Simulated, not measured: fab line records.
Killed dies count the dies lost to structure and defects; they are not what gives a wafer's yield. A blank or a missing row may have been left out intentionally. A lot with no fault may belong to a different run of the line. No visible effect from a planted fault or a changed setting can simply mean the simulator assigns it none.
fab line records	flow nandHarc
record: lots: 24	wafers: 72	lastDay: 24
route steps=1159 shown A_STAIRCASE@555
lots untouched by any fault: they come from a run of this same line in which no faults occurred
startH: hours from the record's first day to the start of the lot's first wafer shown	waitH: time in hours since the lot's previous step	" same as the row above	L1.1+2: a single row standing in for several wafers	- no value present, or no start provided	* or withheld: withheld	< > ~ a bound
route shown NAME@n: NAME is a module with steps in the file, n the number in the route of the first one	usual: mean/standard deviation taken from wafers without a fault	same: alike in all rows	chamber/n: place in a boat	sites: each site's reading	_std_site: the values' standard deviation	_edge_site: outer sites' mean less inner sites'	radiusMm: for every site, how far away it sits from the centre of the wafer	mask NAME#n: copy n	behind: the last tool/chamber to shape the wafer	hold: why the lot was held/for how many hours/how that ended	device: transistor that didn't switch, given as n, p or np	end of line: at the end of the route, the tests of the same wafers	a step without rows: its recipe alone	killed: not the wafer's yield, but the dies lost to structure and defects at the first sort	map: per-die view of a wafer (x killed, . not killed, _ where there is no die)
set.NAME: the setting as run; set.NAME@STEP: as run at that earlier step	model.NAME: the simulator's own value behind a step, which no gauge read
the route's steps for a sample of lots (tables are steps, rows are wafers)
services: from which hour (startH, from the record's first day; less than 0 if before it) a tool's chamber was out of use, for how many hours, and why
== steps ==
step: NHARC_A_STAIRCASE_ETCH_19
recipe: targetDepthA: 1000	timeS: 40.5	ionEnergyEv: 400	c4f8FlowSccm: 20	o2FlowSccm: 10	arFlowSccm: withheld	rfW: 600	biasW: 1000	chemistry: C4F8/O2
usual: oesProductAu: 0.938/0.0098	rfVppV: 898/4.7
lot.wafer	tool	chamber	startH	waitH	oesProductAu	rfHoursCounterH	rfVppV
L074.1	rieDiel-13	2	-	-	0.938	52	898
L074.6	"	0	"	"	0.923	-	887
L074.5	"	1	"	"	0.934	-	894
L075.4	rieDiel-08	0	-	-	0.941	39	901
L075.2	"	1	"	"	0.946	40	900
L075.1	"	2	"	"	0.940	33	890
L077.1	rieDiel-05	3	-	-	0.933	30	898
L077.5	"	1	"	"	0.943	-	899
L077.6	"	2	"	"	0.951	-	897
L078.1	rieDiel-05	0	-	-	0.950	32	905
L078.2	"	1	"	"	0.966	31	902
L078.6	"	0	"	"	0.947	-	904
L076.4	rieDiel-13	2	-	-	0.952	61	898
L076.2	"	3	"	"	0.941	26	900
L076.6	"	3	"	"	0.946	-	900
L079.2	rieDiel-05	3	-	-	0.935	34	898
L079.1	"	0	"	"	0.925	34	905
L079.3	"	1	"	"	0.941	33	903
L080.2	rieDiel-08	3	-	-	0.935	53	892
L080.5	"	2	"	"	0.923	-	889
L080.6	"	3	"	"	0.945	-	893
L082.3	rieDiel-08	0	-	-	0.932	56	902
L082.1	"	1	"	"	0.941	57	900
L082.6	"	3	"	"	0.937	-	893
L081.1	rieDiel-13	3	-	-	0.942	0	902
L081.6	"	1	"	"	0.931	-	892
L081.5	"	2	"	"	0.945	-	897
L083.4	rieDiel-05	1	-	-	0.939	-	904
L083.6	"	2	"	"	0.949	-	896
L083.5	"	3	"	"	0.939	-	897
L084.1	rieDiel-05	3	-	-	0.935	47	897
L084.4	"	0	"	"	0.947	44	903
L084.6	"	0	"	"	0.956	-	903
L086.2	rieDiel-05	1	-	-	0.925	45	903
L086.5	"	2	"	"	0.937	-	897
L086.6	"	3	"	"	0.927	-	897
L085.2	rieDiel-13	2	-	-	0.934	12	897
L085.4	"	3	"	"	0.922	12	900
L085.6	"	1	"	"	0.939	-	893
L087.4	rieDiel-13	2	-	-	0.957	14	897
L087.1	"	0	"	"	0.936	17	905
L087.6	"	2	"	"	0.953	-	898
L089.3	rieDiel-08	2	-	-	0.954	7	890
L089.6	"	0	"	"	0.933	-	902
L089.4	"	1	"	"	0.935	-	899
L090.1	rieDiel-05	2	-	-	0.923	60	897
L090.5	"	3	"	"	0.925	-	895
L090.6	"	0	"	"	0.935	-	903
L091.3	rieDiel-13	0	-	-	0.935	20	905
L091.1	"	2	"	"	0.941	16	897
L091.6	"	3	"	"	0.932	-	901
L088.3	rieDiel-05	3	-	-	0.951	59	896
L088.4	"	0	"	"	0.944	57	904
L088.5	"	2	"	"	0.959	-	897
L095.1	rieDiel-08	3	-	-	0.940	13	893
L095.5	"	2	"	"	0.927	-	890
L095.6	"	3	"	"	0.930	-	893
L093.2	rieDiel-08	0	-	-	0.949	17	901
L093.4	"	1	"	"	0.934	16	898
L093.1	"	2	"	"	0.934	16	889
L094.2	rieDiel-13	2	-	-	0.937	25	896
L094.3	"	3	"	"	0.939	28	899
L094.6	"	0	"	"	0.935	-	904
L092.1	rieDiel-08	3	-	-	0.935	17	892
L092.6	"	1	"	"	0.926	-	899
L092.5	"	2	"	"	0.936	-	892
L096.4	rieDiel-08	2	-	-	0.931	21	891
L096.3	"	0	"	"	0.944	23	901
L096.6	"	2	"	"	0.927	-	890
L097.3	rieDiel-05	1	-	-	0.937	6	902
L097.6	"	0	"	"	0.938	-	905
L097.5	"	1	"	"	0.923	-	902
step: NHARC_A_STAIRCASE_TRIM_196
recipe: timeS: 211.2	o2FlowSccm: 500	arFlowSccm: 0	biasW: 0	chemistry: O2
usual: drypumpMotorCurrentA: 5.9/0.32	oesProductAu: 0.998/0.008	rfVppV: 57.8/0.83	showerheadPlenumPTorr: 3.56/0.13	throttleValvePct: 17.037/0.0084
lot.wafer	tool	chamber	startH	waitH	drypumpMotorCurrentA	oesProductAu	rfHoursCounterH	rfVppV	showerheadPlenumPTorr	throttleValvePct
L074.1	rieDiel-13	0	233.58	0.1	5.9	1.003	57	57.8	3.29	17.049
L074.6	"	3	"	"	6.3	1.002	-	58.8	3.66	17.033
L074.5	"	0	"	"	5.9	0.993	-	57.9	3.29	17.049
L075.4	rieDiel-05	3	250.58	0.1	6.3	1.002	30	58.1	3.57	17.049
L075.1	"	0	"	"	6.1	1.006	29	58.1	3.75	17.042
L075.2	"	2	"	"	5.6	1.003	29	57.2	3.55	17.027
L077.1	rieDiel-13	0	255.38	0.1	5.9	0.996	63	58.2	3.28	17.052
L077.5	"	2	"	"	5.8	1.002	-	58.6	3.57	17.035
L077.6	"	3	"	"	6.4	0.998	-	58.2	3.66	17.042
L078.1	rieDiel-13	0	262.00	0.1	5.9	1.004	65	58.4	3.28	17.027
L078.2	"	2	"	"	5.8	1.011	62	58.0	3.56	17.043
L078.6	"	2	"	"	5.8	0.999	-	57.9	3.56	17.040
L076.2	rieDiel-13	2	264.45	0.1	5.7	0.999	63	57.9	3.56	17.042
L076.6	"	1	"	"	6.3	0.998	-	58.4	3.45	17.041
L076.4	"	2	"	"	5.8	1.008	-	58.4	3.56	17.032
L079.3	rieDiel-05	0	265.48	0.1	6.1	0.997	36	59.7	3.75	17.037
L079.2	"	2	"	"	5.6	1.005	35	57.6	3.55	17.048
L079.1	"	3	"	"	6.3	0.995	35	56.7	3.57	17.037
L080.2	rieDiel-05	2	289.35	0.1	5.6	1.001	42	56.8	3.54	17.047
L080.5	"	1	"	"	5.9	1.002	-	59.2	3.71	17.038
L080.6	"	2	"	"	5.6	1.008	-	57.7	3.54	17.032
L082.3	rieDiel-08	2	290.12	0.1	5.6	0.996	48	57.2	3.37	17.037
L082.1	"	3	"	"	5.7	0.999	54	56.3	3.44	17.040
L082.6	"	0	"	"	6.0	0.985	-	57.9	3.67	17.025
L081.1	rieDiel-13	1	290.64	0.1	6.2	1.007	1	57.5	3.44	17.028
L081.5	"	1	"	"	6.2	1.009	-	56.8	3.44	17.053
L081.6	"	2	"	"	5.8	1.008	-	57.8	3.56	17.034
L083.4	rieDiel-05	2	296.47	0.1	5.6	0.999	45	58.3	3.54	17.029
L083.5	"	0	"	"	6.1	1.000	-	57.6	3.74	17.051
L083.6	"	1	"	"	5.9	0.989	-	57.1	3.71	17.035
L084.4	rieDiel-13	0	306.51	0.1	5.9	0.981	8	58.2	3.80	17.035
L084.1	"	1	"	"	6.2	0.989	9	58.4	3.44	17.028
L084.6	"	2	"	"	5.8	0.995	-	58.5	3.56	17.045
L086.2	rieDiel-08	3	314.95	0.1	5.7	1.000	1	58.7	3.43	17.024
L086.6	"	0	"	"	6.0	1.005	-	58.8	3.67	17.045
L086.5	"	1	"	"	5.2	0.996	-	58.5	3.61	17.048
L085.2	rieDiel-08	0	316.18	0.1	6.0	0.991	2	59.2	3.67	17.007
L085.4	"	2	"	"	5.6	0.991	2	57.1	3.37	17.043
L085.6	"	0	"	"	6.0	1.006	-	58.0	3.67	17.043
L087.4	rieDiel-08	2	332.78	0.1	5.6	0.996	8	56.6	3.36	17.046
L087.1	"	3	"	"	5.7	0.995	7	57.1	3.43	17.030
L087.6	"	1	"	"	5.2	0.993	-	58.5	3.61	17.031
L089.3	rieDiel-08	3	333.41	0.1	5.7	0.991	7	56.5	3.43	17.027
L089.4	"	1	"	"	5.2	0.991	7	58.4	3.61	17.026
L089.6	"	2	"	"	5.6	1.006	-	57.6	3.36	17.029
L090.1	rieDiel-08	1	338.77	0.1	5.2	1.000	10	58.4	3.61	17.024
L090.5	"	1	"	"	5.2	0.993	-	58.8	3.61	17.034
L090.6	"	2	"	"	5.6	1.001	-	59.3	3.36	17.024
L091.3	rieDiel-05	1	338.96	0.1	5.9	1.012	58	57.9	3.70	17.043
L091.1	"	2	"	"	5.6	1.013	62	58.6	3.53	17.017
L091.6	"	1	"	"	5.9	1.015	-	60.0	3.70	17.034
L088.4	rieDiel-13	3	339.24	0.1	6.3	0.983	22	56.6	3.64	17.034
L088.3	"	0	"	"	5.9	0.979	21	59.7	3.80	17.037
L088.5	"	0	"	"	5.9	0.979	-	57.8	3.80	17.051
L095.1	rieDiel-05	2	355.56	0.1	5.6	1.005	3	58.9	3.53	17.038
L095.5	"	2	"	"	5.7	1.007	-	59.1	3.53	17.039
L095.6	"	3	"	"	6.2	0.984	-	58.6	3.55	17.038
L093.4	rieDiel-08	0	357.27	0.1	6.0	1.006	19	57.2	3.66	17.038
L093.1	"	2	"	"	5.6	1.004	18	56.3	3.36	17.036
L093.2	"	3	"	"	5.7	0.996	17	58.3	3.43	17.014
L094.3	rieDiel-08	2	358.78	0.1	5.6	0.998	18	57.4	3.36	17.028
L094.2	"	3	"	"	5.7	0.995	18	58.2	3.43	17.035
L094.6	"	2	"	"	5.6	0.998	-	58.4	3.36	17.036
L092.1	rieDiel-13	0	359.84	0.1	5.8	0.995	30	57.5	3.79	17.043
L092.6	"	1	"	"	6.2	1.004	-	57.1	3.43	17.036
L092.5	"	2	"	"	5.8	1.000	-	58.3	3.55	17.034
L096.4	rieDiel-13	0	371.56	0.1	5.9	0.989	35	59.0	3.79	17.045
L096.3	"	2	"	"	5.8	1.006	32	57.9	3.54	17.031
L096.6	"	0	"	"	5.9	0.993	-	58.5	3.79	17.023
L097.3	rieDiel-05	3	371.81	0.1	6.3	0.988	9	56.7	3.55	17.035
L097.5	"	0	"	"	6.1	1.003	-	57.8	3.73	17.037
L097.6	"	1	"	"	5.9	1.004	-	57.2	3.69	17.048
step: NHARC_A_STAIRCASE_ETCH_203
recipe: targetDepthA: 1000	timeS: 40.5	ionEnergyEv: 400	c4f8FlowSccm: 20	o2FlowSccm: 10	arFlowSccm: withheld	rfW: 600	biasW: 1000	chemistry: C4F8/O2
usual: oesProductAu: 0.941/0.01	rfVppV: 897/4.7
lot.wafer	tool	chamber	startH	waitH	oesProductAu	rfHoursCounterH	rfVppV
L074.1	rieDiel-13	0	-	-	0.947	58	887
L074.5	"	1	"	"	0.943	-	893
L074.6	"	2	"	"	0.942	-	897
L075.4	rieDiel-05	3	-	-	0.925	30	898
L075.2	"	1	"	"	0.936	29	902
L075.1	"	2	"	"	0.930	30	896
L077.1	rieDiel-13	0	-	-	0.951	64	886
L077.5	"	1	"	"	0.947	-	892
L077.6	"	2	"	"	0.939	-	897
L078.2	rieDiel-13	1	-	-	0.927	66	893
L078.1	"	2	"	"	0.932	63	897
L078.6	"	1	"	"	0.934	-	892
L076.2	rieDiel-13	1	-	-	0.953	67	894
L076.6	"	0	"	"	0.943	-	887
L076.4	"	1	"	"	0.940	-	893
L079.1	rieDiel-05	3	-	-	0.942	36	898
L079.3	"	0	"	"	0.941	36	904
L079.2	"	2	"	"	0.948	35	896
L080.2	rieDiel-05	1	-	-	0.941	38	902
L080.6	"	2	"	"	0.949	-	897
L080.5	"	3	"	"	0.942	-	897
L082.1	rieDiel-08	3	-	-	0.945	55	893
L082.3	"	2	"	"	0.931	48	891
L082.6	"	0	"	"	0.936	-	903
L081.1	rieDiel-13	1	-	-	0.940	2	892
L081.6	"	2	"	"	0.961	-	898
L081.5	"	3	"	"	0.940	-	900
L083.4	rieDiel-05	1	-	-	0.924	41	902
L083.5	"	3	"	"	0.927	-	898
L083.6	"	0	"	"	0.928	-	903
L084.1	rieDiel-13	0	-	-	0.945	8	905
L084.4	"	2	"	"	0.950	9	897
L084.6	"	1	"	"	0.962	-	893
L086.2	rieDiel-08	0	-	-	0.958	2	901
L086.6	"	0	"	"	0.948	-	902
L086.5	"	1	"	"	0.938	-	900
L085.4	rieDiel-08	0	-	-	0.949	2	900
L085.2	"	3	"	"	0.954	2	892
L085.6	"	0	"	"	0.948	-	901
L087.1	rieDiel-08	1	-	-	0.925	8	898
L087.4	"	3	"	"	0.946	7	892
L087.6	"	0	"	"	0.927	-	901
L089.4	rieDiel-08	3	-	-	0.937	8	892
L089.3	"	1	"	"	0.923	8	898
L089.6	"	0	"	"	0.925	-	901
L090.1	rieDiel-08	0	-	-	0.950	10	902
L090.6	"	0	"	"	0.945	-	902
L090.5	"	1	"	"	0.929	-	899
L091.3	rieDiel-05	1	-	-	0.954	58	902
L091.1	"	3	"	"	0.956	61	897
L091.6	"	2	"	"	0.943	-	895
L088.3	rieDiel-13	3	-	-	0.936	22	900
L088.4	"	0	"	"	0.935	22	905
L088.5	"	2	"	"	0.957	-	897
L095.1	rieDiel-05	1	-	-	0.938	3	902
L095.6	"	2	"	"	0.957	-	897
L095.5	"	3	"	"	0.945	-	897
L093.1	rieDiel-08	2	-	-	0.939	18	890
L093.4	"	3	"	"	0.942	18	892
L093.2	"	0	"	"	0.937	20	900
L094.3	rieDiel-08	1	-	-	0.918	20	900
L094.2	"	0	"	"	0.937	21	901
L094.6	"	1	"	"	0.915	-	899
L092.1	rieDiel-13	0	-	-	0.944	31	905
L092.6	"	3	"	"	0.929	-	899
L092.5	"	0	"	"	0.943	-	905
L096.3	rieDiel-13	1	-	-	0.940	36	891
L096.4	"	0	"	"	0.940	36	906
L096.6	"	1	"	"	0.937	-	894
L097.3	rieDiel-05	0	-	-	0.947	9	904
L097.6	"	2	"	"	0.963	-	897
L097.5	"	3	"	"	0.949	-	896
step: NHARC_A_STAIRCASE_TRIM_231
recipe: timeS: 211.2	o2FlowSccm: 500	arFlowSccm: 0	biasW: 0	chemistry: O2
usual: drypumpMotorCurrentA: 5.8/0.33	oesProductAu: 0.998/0.007	rfVppV: 57.9/0.95	showerheadPlenumPTorr: 3.55/0.13	throttleValvePct: 17.036/0.01
lot.wafer	tool	chamber	startH	waitH	drypumpMotorCurrentA	oesProductAu	rfHoursCounterH	rfVppV	showerheadPlenumPTorr	throttleValvePct
L074.1	rieDiel-05	1	-	-	5.9	1.013	24	59.9	3.71	17.042
L074.5	"	2	"	"	5.6	1.003	-	58.4	3.55	17.053
L074.6	"	3	"	"	6.3	0.998	-	58.5	3.57	17.035
L075.2	rieDiel-08	2	-	-	5.6	0.998	37	58.3	3.38	17.041
L075.4	"	0	"	"	6.0	1.005	44	57.9	3.68	17.027
L075.1	"	1	"	"	5.2	0.985	45	57.1	3.62	17.025
L077.1	rieDiel-08	2	-	-	5.6	0.987	38	57.3	3.38	17.021
L077.5	"	0	"	"	6.0	0.992	-	59.7	3.68	17.048
L077.6	"	1	"	"	5.2	0.988	-	56.8	3.62	17.026
L078.1	rieDiel-08	1	-	-	5.2	0.991	48	57.9	3.62	17.016
L078.2	"	2	"	"	5.6	0.993	40	57.6	3.37	17.058
L078.6	"	3	"	"	5.7	0.999	-	57.6	3.44	17.043
L076.4	rieDiel-13	3	-	-	6.3	0.992	30	59.4	3.66	17.024
L076.2	"	0	"	"	5.9	1.003	69	57.4	3.28	17.041
L076.6	"	1	"	"	6.2	0.994	-	57.2	3.44	17.025
L079.2	rieDiel-08	2	-	-	5.6	0.992	41	56.5	3.37	17.040
L079.3	"	3	"	"	5.7	1.005	48	58.4	3.44	17.033
L079.1	"	1	"	"	5.2	0.994	51	58.0	3.62	17.017
L080.2	rieDiel-05	3	-	-	6.2	0.995	44	58.4	3.56	17.038
L080.5	"	2	"	"	5.6	1.006	-	56.6	3.54	17.040
L080.6	"	3	"	"	6.2	0.994	-	57.4	3.56	17.028
L082.1	rieDiel-08	2	-	-	5.6	0.984	50	57.9	3.37	17.035
L082.3	"	3	"	"	5.7	0.992	56	56.8	3.44	17.035
L082.6	"	0	"	"	6.0	0.997	-	56.4	3.67	17.026
L081.1	rieDiel-13	0	-	-	5.9	0.992	4	57.0	3.81	17.032
L081.6	"	1	"	"	6.3	0.995	-	58.1	3.44	17.035
L081.5	"	2	"	"	5.8	1.000	-	57.8	3.56	17.038
L083.4	rieDiel-05	2	-	-	5.6	0.992	46	56.9	3.54	17.016
L083.6	"	1	"	"	5.9	1.005	-	59.4	3.70	17.024
L083.5	"	2	"	"	5.6	0.999	-	57.6	3.54	17.037
L084.1	rieDiel-05	1	-	-	5.9	1.001	48	58.7	3.70	17.029
L084.4	"	2	"	"	5.6	1.007	52	57.4	3.54	17.038
L084.6	"	1	"	"	5.9	0.999	-	56.7	3.70	17.047
L086.2	rieDiel-05	0	-	-	6.1	1.010	52	58.6	3.74	17.036
L086.6	"	3	"	"	6.2	0.998	-	58.3	3.56	17.044
L086.5	"	0	"	"	6.1	1.002	-	57.3	3.74	17.044
L085.2	rieDiel-08	3	-	-	5.7	0.988	3	58.0	3.43	17.040
L085.4	"	0	"	"	6.0	0.982	3	59.6	3.67	17.036
L085.6	"	2	"	"	5.6	0.993	-	57.5	3.37	17.043
L087.4	rieDiel-08	0	-	-	6.0	1.012	9	58.0	3.66	17.047
L087.1	"	2	"	"	5.6	0.997	10	56.8	3.36	17.033
L087.6	"	1	"	"	5.2	0.998	-	56.9	3.61	17.043
L089.3	rieDiel-08	1	-	-	5.2	0.984	9	58.1	3.61	17.033
L089.4	"	0	"	"	6.0	0.997	9	57.9	3.66	17.049
L089.6	"	2	"	"	5.6	0.994	-	58.2	3.36	17.035
L090.1	rieDiel-13	1	-	-	6.3	0.997	23	58.5	3.43	17.047
L090.6	"	1	"	"	6.3	1.001	-	56.5	3.43	17.031
L090.5	"	2	"	"	5.8	1.010	-	57.1	3.55	17.042
L091.1	rieDiel-08	0	-	-	6.0	0.996	11	58.2	3.66	17.052
L091.3	"	2	"	"	5.6	1.013	12	56.8	3.36	17.022
L091.6	"	3	"	"	5.7	1.004	-	56.9	3.43	17.044
L088.3	rieDiel-08	0	-	-	6.0	1.002	12	56.0	3.66	17.035
L088.4	"	1	"	"	5.2	0.993	12	57.5	3.61	17.042
L088.5	"	3	"	"	5.7	0.993	-	57.5	3.43	17.035
L095.1	rieDiel-08	2	-	-	5.6	1.000	19	58.2	3.36	17.038
L095.5	"	1	"	"	5.2	0.991	-	58.2	3.60	17.032
L095.6	"	2	"	"	5.6	0.987	-	57.3	3.36	17.007
L093.4	rieDiel-08	0	-	-	6.0	1.001	21	58.4	3.66	17.014
L093.1	"	1	"	"	5.2	0.988	20	58.5	3.60	17.045
L093.2	"	2	"	"	5.6	0.990	20	59.0	3.36	17.023
L094.3	rieDiel-08	0	-	-	6.0	1.001	22	58.8	3.66	17.026
L094.2	"	2	"	"	5.6	0.994	20	57.0	3.36	17.023
L094.6	"	0	"	"	6.0	0.992	-	59.2	3.66	17.033
L092.1	rieDiel-05	3	-	-	6.3	0.979	6	56.6	3.55	17.035
L092.6	"	2	"	"	5.6	1.015	-	59.5	3.53	17.046
L092.5	"	3	"	"	6.3	0.984	-	58.7	3.55	17.035
L096.4	rieDiel-08	1	-	-	5.2	0.991	25	59.5	3.60	17.068
L096.3	"	0	"	"	6.0	0.997	26	58.3	3.65	17.029
L096.6	"	2	"	"	5.6	0.995	-	57.4	3.35	17.039
L097.3	rieDiel-13	1	-	-	6.3	1.001	38	57.8	3.42	17.016
L097.5	"	0	"	"	5.8	1.003	-	58.5	3.79	17.054
L097.6	"	1	"	"	6.3	1.003	-	56.8	3.42	17.032
step: NHARC_A_STAIRCASE_DESCUM_291
recipe: timeS: 3	o2FlowSccm: 200	arFlowSccm: 0	biasPowerW: 0	chemistry: O2
usual: drypumpMotorCurrentA: 5.8/0.35	oesProductAu: 0.998/0.0071	rfVppV: 58.0/0.84	showerheadPlenumPTorr: 1.93/0.075	throttleValvePct: 11.311/0.0087
lot.wafer	tool	chamber	startH	waitH	drypumpMotorCurrentA	oesProductAu	rfHoursCounterH	rfVppV	showerheadPlenumPTorr	throttleValvePct
L074.1	rieDiel-08	0	246.23	-	6.0	1.006	40	57.3	2.00	11.319
L074.6	"	0	"	"	6.0	1.004	-	57.7	2.00	11.306
L074.5	"	1	"	"	5.2	0.999	-	57.4	1.97	11.325
L075.2	rieDiel-08	0	260.62	-	5.9	1.005	45	57.2	2.00	11.311
L075.1	"	1	"	"	5.2	0.997	47	57.5	1.97	11.310
L075.4	"	2	"	"	5.6	0.988	38	57.7	1.83	11.302
L077.1	rieDiel-08	3	269.22	-	5.7	1.005	48	58.4	1.86	11.304
L077.5	"	1	"	"	5.2	1.002	-	58.1	1.97	11.312
L077.6	"	2	"	"	5.6	1.004	-	57.0	1.82	11.308
L078.1	rieDiel-08	0	272.20	-	6.0	0.997	50	58.0	2.00	11.316
L078.2	"	1	"	"	5.2	0.988	51	58.4	1.97	11.310
L078.6	"	2	"	"	5.6	0.995	-	56.9	1.82	11.299
L076.4	rieDiel-08	1	276.44	-	5.2	0.989	52	57.5	1.97	11.317
L076.2	"	3	"	"	5.7	1.001	50	57.3	1.86	11.315
L076.6	"	1	"	"	5.2	0.997	-	59.1	1.97	11.315
L079.2	rieDiel-08	1	276.85	-	5.2	0.989	52	57.5	1.97	11.304
L079.3	"	2	"	"	5.6	0.988	43	56.1	1.82	11.311
L079.1	"	0	"	"	6.0	0.988	52	59.2	2.00	11.309
L080.2	rieDiel-08	3	300.06	-	5.7	1.004	60	56.9	1.86	11.319
L080.6	"	1	"	"	5.2	0.995	-	59.0	1.96	11.312
L080.5	"	2	"	"	5.6	0.997	-	58.4	1.82	11.324
L082.3	rieDiel-13	2	300.88	-	5.8	1.010	7	57.7	1.93	11.311
L082.1	"	0	"	"	5.9	1.002	6	59.2	2.07	11.312
L082.6	"	2	"	"	5.8	1.004	-	57.5	1.93	11.314
L081.1	rieDiel-05	1	302.76	-	5.9	0.993	42	58.3	2.02	11.304
L081.6	"	3	"	"	6.2	1.002	-	57.8	1.93	11.315
L081.5	"	0	"	"	6.1	1.007	-	59.4	2.04	11.302
L083.4	rieDiel-13	0	309.80	-	5.8	0.994	9	58.3	2.07	11.313
L083.6	"	2	"	"	5.8	1.006	-	58.9	1.93	11.308
L083.5	"	3	"	"	6.3	0.996	-	58.9	1.98	11.325
L084.1	rieDiel-13	3	318.78	-	6.3	0.997	14	58.4	1.98	11.297
L084.4	"	0	"	"	5.9	1.001	-	58.5	2.07	11.316
L084.6	"	1	"	"	6.2	1.006	-	58.4	1.86	11.328
L086.2	rieDiel-08	1	325.83	-	5.2	0.989	5	58.3	1.96	11.297
L086.5	"	2	"	"	5.6	0.998	-	57.1	1.82	11.322
L086.6	"	1	"	"	5.2	0.998	-	59.5	1.96	11.307
L085.2	rieDiel-08	0	329.49	-	6.0	0.995	6	58.3	1.99	11.302
L085.4	"	2	"	"	5.6	0.994	-	57.7	1.82	11.307
L085.6	"	0	"	"	6.0	1.006	-	57.8	1.99	11.316
L087.4	rieDiel-13	1	343.70	-	6.2	0.998	24	57.7	1.86	11.307
L087.1	"	3	"	"	6.3	0.991	23	58.4	1.98	11.307
L087.6	"	1	"	"	6.2	1.001	-	57.1	1.86	11.318
L089.4	rieDiel-13	1	344.22	-	6.3	1.000	24	56.7	1.86	11.309
L089.3	"	3	"	"	6.3	1.001	24	58.2	1.98	11.292
L089.6	"	2	"	"	5.8	1.004	-	57.7	1.93	11.308
L090.1	rieDiel-05	3	350.73	-	6.2	0.987	0	57.4	1.93	11.288
L090.6	"	3	"	"	6.3	0.982	-	58.4	1.93	11.315
L090.5	"	0	"	"	6.1	0.990	-	59.0	2.03	11.316
L091.3	rieDiel-13	3	352.40	-	6.3	0.989	26	59.3	1.98	11.308
L091.1	"	0	"	"	5.9	0.994	26	58.2	2.07	11.304
L091.6	"	1	"	"	6.2	0.984	-	57.3	1.86	11.303
L088.4	rieDiel-08	0	353.63	-	6.0	1.006	17	58.0	1.99	11.315
L088.3	"	2	"	"	5.6	1.000	16	58.4	1.81	11.319
L088.5	"	1	"	"	5.2	0.986	-	57.3	1.96	11.314
L095.1	rieDiel-08	1	367.11	-	5.2	0.993	21	58.7	1.96	11.318
L095.6	"	3	"	"	5.7	1.011	-	58.3	1.85	11.304
L095.5	"	0	"	"	6.0	1.000	-	59.3	1.99	11.318
L093.2	rieDiel-05	1	368.98	-	5.9	0.997	7	59.3	2.01	11.305
L093.1	"	2	"	"	5.6	0.999	7	58.0	1.91	11.295
L093.4	"	3	"	"	6.2	0.978	7	58.5	1.92	11.314
L094.3	rieDiel-08	3	371.47	-	5.7	1.000	24	57.5	1.85	11.327
L094.2	"	0	"	"	6.0	0.989	24	59.7	1.99	11.319
L094.6	"	3	"	"	5.6	0.994	-	57.3	1.85	11.319
L092.1	rieDiel-13	0	373.31	-	5.9	0.995	36	58.7	2.06	11.297
L092.5	"	3	"	"	6.3	0.998	-	59.0	1.98	11.322
L092.6	"	0	"	"	5.8	0.988	-	59.0	2.06	11.287
L096.3	rieDiel-13	0	384.76	-	5.9	0.993	42	59.9	2.06	11.316
L096.4	"	3	"	"	6.3	1.001	43	58.7	1.97	11.307
L096.6	"	1	"	"	6.2	0.996	-	57.0	1.85	11.309
L097.3	rieDiel-08	3	385.08	-	5.7	0.994	28	57.4	1.85	11.317
L097.5	"	0	"	"	6.0	1.005	-	56.5	1.99	11.303
L097.6	"	1	"	"	5.2	0.993	-	58.3	1.95	11.315
step: NHARC_A_STAIRCASE_DEP_325
recipe: targetThkA: 38000	tempC: 400	targetThkNm: 3800	teosFlowSccm: 200	rfW: 500	material: SiO2
usual: heaterPowerW: 653/94
lot.wafer	tool	chamber	startH	waitH	heaterPowerW
L074.1	pecvd-02	2	287.42	0.3	717
L074.5	"	1	"	"	592
L074.6	"	2	"	"	644
L075.1	pecvd-04	2	301.25	0.5	571
L075.2	"	1	"	"	725
L075.4	"	2	"	"	456
L077.1	pecvd-04	2	304.94	0.2	517
L077.5	"	1	"	"	614
L077.6	"	2	"	"	459
L078.2	pecvd-03	0	310.90	0.2	628
L078.1	"	1	"	"	739
L078.6	"	1	"	"	617
L079.3	pecvd-02	2	314.89	0.1	766
L079.2	"	0	"	"	727
L079.1	"	1	"	"	637
L076.2	pecvd-03	1	315.00	0.2	757
L076.6	"	0	"	"	553
L076.4	"	2	"	"	725
L082.3	pecvd-03	0	341.42	0.1	663
L082.1	"	2	"	"	851
L082.6	"	0	"	"	549
L081.1	pecvd-04	2	341.64	0.3	567
L081.5	"	0	"	"	573
L081.6	"	1	"	"	598
L080.2	pecvd-03	0	342.00	0.7	623
L080.5	"	1	"	"	620
L080.6	"	2	"	"	758
L083.5	pecvd-02	0	352.75	0.3	635
L083.4	"	1	"	"	592
L083.6	"	2	"	"	630
L084.1	pecvd-03	1	361.57	0.1	746
L084.4	"	2	"	"	749
L084.6	"	0	"	"	530
L086.2	pecvd-04	1	361.67	0.2	707
L086.5	"	1	"	"	596
L086.6	"	2	"	"	462
L085.2	pecvd-04	2	365.86	0.2	569
L085.6	"	2	"	"	460
L085.4	"	0	"	"	562
L087.1	pecvd-03	2	386.26	0.3	808
L087.6	"	1	"	"	615
L087.4	"	2	"	"	738
L089.3	pecvd-02	1	386.38	0.4	738
L089.4	"	2	"	"	656
L089.6	"	0	"	"	637
L091.1	pecvd-03	2	392.62	0.1	884
L091.3	"	1	"	"	734
L091.6	"	1	"	"	602
L088.3	pecvd-04	1	392.66	0.2	675
L088.5	"	0	"	"	586
L088.4	"	2	"	"	473
L090.1	pecvd-02	0	392.73	0.3	719
L090.5	"	2	"	"	631
L090.6	"	0	"	"	638
L093.1	pecvd-04	2	405.58	0.1	556
L093.2	"	0	"	"	716
L093.4	"	0	"	"	553
L094.3	pecvd-02	0	405.62	0.1	746
L094.2	"	1	"	"	722
L094.6	"	2	"	"	631
L095.1	pecvd-03	2	405.75	0.3	853
L095.6	"	0	"	"	536
L095.5	"	1	"	"	614
L092.1	pecvd-02	0	420.93	0.3	788
L092.6	"	1	"	"	605
L092.5	"	0	"	"	643
L097.3	pecvd-02	1	430.56	0.1	634
L097.6	"	2	"	"	632
L097.5	"	0	"	"	642
L096.3	pecvd-03	1	430.63	0.2	748
L096.6	"	0	"	"	547
L096.4	"	1	"	"	616
== services ==
tool	chamber	startH	hours	kind
rieDiel-08	0	207.63	-	clean
rieDiel-08	1	207.63	-	clean
rieDiel-08	2	207.63	-	clean
rieDiel-08	3	207.63	-	clean
rieDiel-13	1	219.31	4.5	repair
rieDiel-08	-	219.92	0.8	repair
rieDiel-08	0	232.13	-	clean
rieDiel-08	1	232.13	-	clean
rieDiel-08	2	232.13	-	clean
pecvd-02	2	233.49	16.3	repair
rieDiel-13	3	261.93	3.9	repair
rieDiel-05	1	263.63	6.6	repair
pecvd-03	-	267.46	0.8	repair
rieDiel-13	-	276.14	9.0	pm
pecvd-03	-	288.20	2.5	repair
pecvd-03	-	292.00	13.0	pm
pecvd-02	1	318.95	13.3	repair
rieDiel-08	3	325.44	4.3	repair
pecvd-02	-	334.89	13.0	pm
rieDiel-05	-	341.54	9.0	pm
rieDiel-05	2	373.55	2.0	repair
pecvd-04	-	376.80	13.0	pm
pecvd-04	-	391.06	0.7	repair
pecvd-03	-	423.70	0.7	repair
== key ==
fault none
